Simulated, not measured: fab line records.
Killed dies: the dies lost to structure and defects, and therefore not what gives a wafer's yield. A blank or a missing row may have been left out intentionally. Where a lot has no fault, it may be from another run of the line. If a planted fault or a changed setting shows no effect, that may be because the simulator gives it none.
Which tool did it? -- flow nandHarc -- Sampling: 24 lots, 72 wafers, 6 of 1302 route steps

WHAT THE GAUGES SHOWED, per wafer
NHARC_A_BONDPAD_THK_MEAS_30: measures by ellipsometry.
lot,measured,on,thkNm (nm)
L074,day 23 13:25,filmMetro-02,199.9 199.4 199.2
L075,day 23 15:42,filmMetro-02,200.1 199.2 199.5
L078,day 24 02:52,filmMetro-01,201.7 198.4 200.4
L076,day 24 05:20,filmMetro-01,199.8 200.9 198.9
L077,day 24 13:41,filmMetro-02,199.0 201.7 201.0
L079,day 25 20:54,filmMetro-01,199.0 202.7 199.6
L080,day 26 02:39,filmMetro-01,200.2 200.1 196.3
L081,day 26 04:55,filmMetro-01,201.6 202.3 202.0
L082,day 26 19:53,filmMetro-01,201.4 202.5 199.3
L083,day 27 02:19,filmMetro-01,199.2 197.7 200.3
L084,day 28 01:33,filmMetro-02,202.6 204.6 200.9
L087,day 28 03:51,filmMetro-01,202.0 203.0 199.8
L085,day 28 11:10,filmMetro-02,197.8 201.7 198.6
L086,day 28 12:02,filmMetro-02,201.3 199.9 200.6
L088,day 29 02:47,filmMetro-01,198.8 200.4 201.9
L089,day 29 08:31,filmMetro-02,197.4 200.3 201.2
L090,day 30 07:08,filmMetro-02,199.4 200.2 199.6
L092,day 30 07:26,filmMetro-02,201.5 205.3 203.9
L091,day 31 03:32,filmMetro-01,200.1 199.8 198.4
L093,day 31 12:35,filmMetro-01,200.9 201.0 200.4
L095,day 31 16:56,filmMetro-01,198.8 199.7 201.5
L094,day 31 19:14,filmMetro-02,198.5 200.3 198.4
L096,day 32 06:31,filmMetro-02,197.7 200.2 202.8
L097,day 32 07:39,filmMetro-02,198.5 198.8 198.8

NHARC_A_BONDPAD_INSPECT_23.
lot,measured,on,rawDefectCount
L074,day 23 16:47,defectInspect-01,584 471 510
L075,day 23 19:05,defectInspect-01,661 638 473
L078,day 24 06:18,defectInspect-02,603 685 511
L076,day 24 08:31,defectInspect-02,414 358 325
L077,day 24 17:04,defectInspect-01,422 291 420
L079,day 26 00:13,defectInspect-02,644 538 483
L080,day 26 05:59,defectInspect-02,703 556 561
L081,day 26 08:19,defectInspect-01,464 470 566
L082,day 26 23:14,defectInspect-01,477 648 469
L083,day 27 05:40,defectInspect-02,728 718 884
L084,day 28 04:46,defectInspect-01,409 386 382
L087,day 28 07:11,defectInspect-02,628 737 615
L085,day 28 14:33,defectInspect-02,511 506 351
L086,day 28 15:23,defectInspect-01,503 534 589
L088,day 29 06:08,defectInspect-02,560 739 494
L089,day 29 11:53,defectInspect-01,419 430 479
L090,day 30 10:32,defectInspect-02,559 531 503
L092,day 30 10:52,defectInspect-02,720 716 646
L091,day 31 06:43,defectInspect-01,433 408 618
L093,day 31 15:57,defectInspect-02,609 523 573
L095,day 31 20:10,defectInspect-01,495 691 473
L094,day 31 22:27,defectInspect-02,565 578 433
L096,day 32 09:59,defectInspect-01,571 488 421
L097,day 32 10:59,defectInspect-01,488 469 642

TOOL THAT RAN EACH LOT (tool first, then ch and the chambers of the sampled wafers, then the start)
lot,NHARC_A_M1_ETCH_28,NHARC_A_M1_PRE_CLEAN_32,NHARC_A_BONDPAD_CMP_29,NHARC_A_BONDPAD_ETCH_34
L074,"rieDiel-12 ch 0,1,2, day 23 12:08 or earlier","pecvd-03 ch 0,1,2, day 23 12:08","cmp-02 ch 0,2, day 23 13:12","rieDiel-13 ch 1,3, day 23 14:17"
L075,"rieDiel-12 ch 1,2,3, day 23 14:23 or earlier","pecvd-02 ch 0,1, day 23 14:23","cmp-02 ch 0,3, day 23 15:27","rieDiel-13 ch 1,2,3, day 23 16:34"
L078,"rieDiel-02 ch 0,2, day 24 01:35 or earlier","pecvd-02 ch 1,2, day 24 01:35","cmp-04 ch 0,1,3, day 24 02:37","rieDiel-13 ch 1,3, day 24 03:44"
L076,"rieDiel-04 ch 1,2,3, day 24 04:03 or earlier","pecvd-02 ch 0,1,2, day 24 04:03","cmp-04 ch 0,1,2, day 24 05:05","rieDiel-13 ch 1,2,3, day 24 06:04"
L077,"rieDiel-12 ch 0,1,3, day 24 12:23 or earlier","pecvd-02 ch 0,1,2, day 24 12:23","cmp-02 ch 0,1,3, day 24 13:26","rieDiel-10 ch 0,2,3, day 24 14:28"
L079,"rieDiel-04 ch 0,2,3, day 25 19:38 or earlier","pecvd-03 ch 0,1,2, day 25 19:38","cmp-02 ch 2,3, day 25 20:41","rieDiel-13 ch 0,1,2, day 25 21:46"
L080,"rieDiel-04 ch 0,1,3, day 26 01:21 or earlier","pecvd-01 ch 0,2, day 26 01:21","cmp-03 ch 0,1,2, day 26 02:24","rieDiel-13 ch 1,2,3, day 26 03:31"
L081,"rieDiel-02 ch 0,1, day 26 03:37 or earlier","pecvd-03 ch 1,2, day 26 03:37","cmp-02 ch 0,1,2, day 26 04:41","rieDiel-11 ch 2,3, day 26 05:46"
L082,"rieDiel-04 ch 0,2,3, day 26 18:35 or earlier","pecvd-03 ch 1,2, day 26 18:35","cmp-03 ch 0,1,3, day 26 19:41","rieDiel-13 ch 0,3, day 26 20:44"
L083,"rieDiel-04 ch 0,1,2, day 27 01:01 or earlier","pecvd-02 ch 0,2, day 27 01:01","cmp-03 ch 0,2,3, day 27 02:04","rieDiel-13 ch 1,2,3, day 27 03:10"
L084,"rieDiel-02 ch 1,2, day 28 00:16 or earlier","pecvd-03 ch 1,2, day 28 00:16","cmp-03 ch 0,2,3, day 28 01:20","rieDiel-11 ch 0,1,3, day 28 02:18"
L087,"rieDiel-04 ch 2,3, day 28 02:34 or earlier","pecvd-03 ch 0,1,2, day 28 02:34","cmp-03 ch 0,1, day 28 03:38","rieDiel-10 ch 0,1,3, day 28 04:44"
L085,"rieDiel-04 ch 0,1, day 28 09:52 or earlier","pecvd-03 ch 0,1, day 28 09:52","cmp-03 ch 0,2, day 28 10:55","rieDiel-10 ch 1,2, day 28 12:04"
L086,"rieDiel-04 ch 2,3, day 28 10:44 or earlier","pecvd-01 ch 0,2, day 28 10:44","cmp-03 ch 1,2,3, day 28 11:50","rieDiel-13 ch 0,2,3, day 28 12:55"
L088,"rieDiel-04 ch 0,1,2, day 29 01:31 or earlier","pecvd-03 ch 0,2, day 29 01:31","cmp-02 ch 0,3, day 29 02:34","rieDiel-10 ch 1,2,3, day 29 03:40"
L089,"rieDiel-12 ch 1,3, day 29 07:15 or earlier","pecvd-02 ch 0,1, day 29 07:15","cmp-02 ch 0,1,2, day 29 08:17","rieDiel-11 ch 0,2,3, day 29 09:23"
L090,"rieDiel-04 ch 2,3, day 30 04:28 or earlier","pecvd-02 ch 0,1,2, day 30 04:28","cmp-02 ch 0,1,2, day 30 06:58","rieDiel-11 ch 0,2,3, day 30 08:05"
L092,"rieDiel-02 ch 0,1,3, day 30 06:10 or earlier","pecvd-01 ch 0,1, day 30 06:10","cmp-02 ch 1,2, day 30 07:11","rieDiel-11 ch 0,2, day 30 08:18"
L091,"rieDiel-12 ch 0,1,3, day 31 02:15 or earlier","pecvd-03 ch 0,1,2, day 31 02:15","cmp-04 ch 1,2,3, day 31 03:17","rieDiel-13 ch 0,2,3, day 31 04:16"
L093,"rieDiel-04 ch 2,3, day 31 11:21 or earlier","pecvd-02 ch 0,1,2, day 31 11:21","cmp-04 ch 1,2,3, day 31 12:25","rieDiel-13 ch 2,3, day 31 13:28"
L095,"rieDiel-12 ch 0,1,2, day 31 15:30 or earlier","pecvd-01 ch 1,2, day 31 15:30","cmp-02 ch 0,1,2, day 31 16:41","rieDiel-11 ch 0,1,3, day 31 17:41"
L094,"rieDiel-02 ch 0,3, day 31 17:56 or earlier","pecvd-02 ch 0,1,2, day 31 17:56","cmp-03 ch 0,3, day 31 19:00","rieDiel-11 ch 1,2, day 31 19:58"
L096,"rieDiel-04 ch 0,3, day 32 05:14 or earlier","pecvd-01 ch 0,1, day 32 05:14","cmp-02 ch 0,1, day 32 06:16","rieDiel-13 ch 1,3, day 32 07:24"
L097,"rieDiel-12 ch 2,3, day 32 06:20 or earlier","pecvd-01 ch 0,2, day 32 06:20","cmp-02 ch 0,3, day 32 07:24","rieDiel-13 ch 0,2,3, day 32 08:31"
- NHARC_A_M1_ETCH_28: etches the open film in CF4/N2, target depth 30 nm, time 72.99 s.
- NHARC_A_M1_PRE_CLEAN_32: time 12 s.
- NHARC_A_BONDPAD_CMP_29: polishes SiCN, target thk 200 nm.
- NHARC_A_BONDPAD_ETCH_34: etches the open film in N2/H2, target depth 60 nm, overetch 18 nm, time 65.91 s.

WHAT THE TOOLS THEMSELVES READ (means of the sampled wafers that have a number; where no wafer has one, the mark that the record gives instead)
NHARC_A_M1_ETCH_28.
lot,tool,drypumpMotorCurrentA (A),oesProductAu (a.u.),rfVppV (V),showerheadPlenumPTorr (Torr),throttleValvePct (%)
L074,rieDiel-12,5.3,1.002,314.6,2.62,19.787
L075,rieDiel-12,5.3,1.001,314.1,2.62,19.791
L078,rieDiel-02,5.9,0.996,314.5,2.68,19.794
L076,rieDiel-04,5.1,0.992,314.9,2.60,19.793
L077,rieDiel-12,5.5,1.001,314.2,2.60,19.786
L079,rieDiel-04,5.3,1.000,313.2,2.57,19.796
L080,rieDiel-04,5.2,1.001,311.5,2.51,19.803
L081,rieDiel-02,5.8,1.000,316.1,2.71,19.796
L082,rieDiel-04,5.3,1.002,313.3,2.57,19.801
L083,rieDiel-04,5.1,1.005,313.2,2.55,19.790
L084,rieDiel-02,6.2,1.001,314.2,2.65,19.796
L087,rieDiel-04,5.2,1.004,314.1,2.66,19.796
L085,rieDiel-04,5.2,1.010,312.1,2.46,19.793
L086,rieDiel-04,5.2,1.004,314.4,2.66,19.792
L088,rieDiel-04,5.1,1.013,313.3,2.55,19.802
L089,rieDiel-12,5.5,1.004,313.5,2.55,19.789
L090,rieDiel-04,5.3,0.998,314.0,2.62,19.801
L092,rieDiel-02,5.5,0.991,315.6,2.68,19.799
L091,rieDiel-12,5.5,1.000,314.3,2.60,19.795
L093,rieDiel-04,5.2,1.002,315.1,2.66,19.803
L095,rieDiel-12,5.3,1.010,314.1,2.62,19.800
L094,rieDiel-02,5.2,1.007,314.0,2.64,19.798
L096,rieDiel-04,5.5,1.012,313.0,2.54,19.795
L097,rieDiel-12,5.0,0.997,315.3,2.69,19.795

NHARC_A_M1_PRE_CLEAN_32.
lot,tool,heaterPowerW (W)
L074,pecvd-03,610
L075,pecvd-02,600
L078,pecvd-02,701
L076,pecvd-02,642
L077,pecvd-02,657
L079,pecvd-03,625
L080,pecvd-01,638
L081,pecvd-03,663
L082,pecvd-03,582
L083,pecvd-02,633
L084,pecvd-03,602
L087,pecvd-03,605
L085,pecvd-03,611
L086,pecvd-01,616
L088,pecvd-03,660
L089,pecvd-02,579
L090,pecvd-02,595
L092,pecvd-01,771
L091,pecvd-03,592
L093,pecvd-02,639
L095,pecvd-01,635
L094,pecvd-02,594
L096,pecvd-01,773
L097,pecvd-01,639

NHARC_A_BONDPAD_CMP_29.
lot,tool,motorCurrentA (A)
L074,cmp-02,11.3
L075,cmp-02,11.5
L078,cmp-04,11.9
L076,cmp-04,12.8
L077,cmp-02,11.8
L079,cmp-02,10.8
L080,cmp-03,11.4
L081,cmp-02,11.5
L082,cmp-03,11.2
L083,cmp-03,11.2
L084,cmp-03,11.3
L087,cmp-03,11.1
L085,cmp-03,12.1
L086,cmp-03,11.2
L088,cmp-02,12.0
L089,cmp-02,12.1
L090,cmp-02,11.4
L092,cmp-02,10.9
L091,cmp-04,11.7
L093,cmp-04,11.6
L095,cmp-02,11.2
L094,cmp-03,11.3
L096,cmp-02,11.5
L097,cmp-02,12.0

NHARC_A_BONDPAD_ETCH_34.
lot,tool,drypumpMotorCurrentA (A),oesProductAu (a.u.),rfVppV (V),showerheadPlenumPTorr (Torr),throttleValvePct (%)
L074,rieDiel-13,5.4,1.001,432.3,2.12,14.165
L075,rieDiel-13,5.5,0.993,431.8,2.11,14.168
L078,rieDiel-13,5.5,0.997,431.2,2.05,14.162
L076,rieDiel-13,5.5,0.988,432.8,2.11,14.167
L077,rieDiel-10,5.4,0.997,431.5,2.07,14.170
L079,rieDiel-13,5.7,0.994,431.5,2.07,14.177
L080,rieDiel-13,5.6,0.992,432.5,2.11,14.167
L081,rieDiel-11,5.7,1.002,430.5,2.04,14.173
L082,rieDiel-13,5.5,0.987,432.4,2.10,14.175
L083,rieDiel-13,5.5,0.989,432.1,2.11,14.165
L084,rieDiel-11,5.5,1.009,430.1,2.04,14.180
L087,rieDiel-10,5.5,0.996,429.6,2.01,14.168
L085,rieDiel-10,6.3,0.998,431.7,2.05,14.177
L086,rieDiel-13,5.5,0.988,432.1,2.13,14.168
L088,rieDiel-10,5.7,0.992,430.1,2.05,14.169
L089,rieDiel-11,6.0,1.006,430.3,2.00,14.172
L090,rieDiel-11,5.9,1.014,429.5,1.99,14.168
L092,rieDiel-11,6.2,1.011,427.4,1.95,14.170
L091,rieDiel-13,5.5,0.991,432.6,2.13,14.159
L093,rieDiel-13,5.4,0.990,434.6,2.17,14.180
L095,rieDiel-11,5.5,1.007,431.0,2.03,14.160
L094,rieDiel-11,6.2,1.020,426.9,1.92,14.169
L096,rieDiel-13,5.6,0.998,430.9,2.05,14.171
L097,rieDiel-13,5.5,0.991,433.0,2.13,14.172

THE ANSWER, worked out from the rows above alone
Rule: what is usual is taken from the lots themselves. Put in order of their means at a reading, lots are off if they are a third of the lots or fewer, leave a main group of 4 or more, and stand apart from it by a gap of 3 or more times the standard deviation of the main group's means; of several such gaps the widest counts. A main group whose means are all the same, to the digits that the tables above print for the reading, isn't used. A lot without any number at a reading at which 4 lots or more have one is off too. Where the step has rows for the other lots, those lots are counted as sound. After the gauges, taken in route order, come the tools' own readings; for these a lot's mean is taken, as printed above. The first step at which some lot is off is used, and at that step the reading that is off furthest; a lot without a number counts as furthest.
No lot is off at any reading shown: from this, nothing can be told.

WHAT HAD BEEN PUT IN BY THE SIMULATOR
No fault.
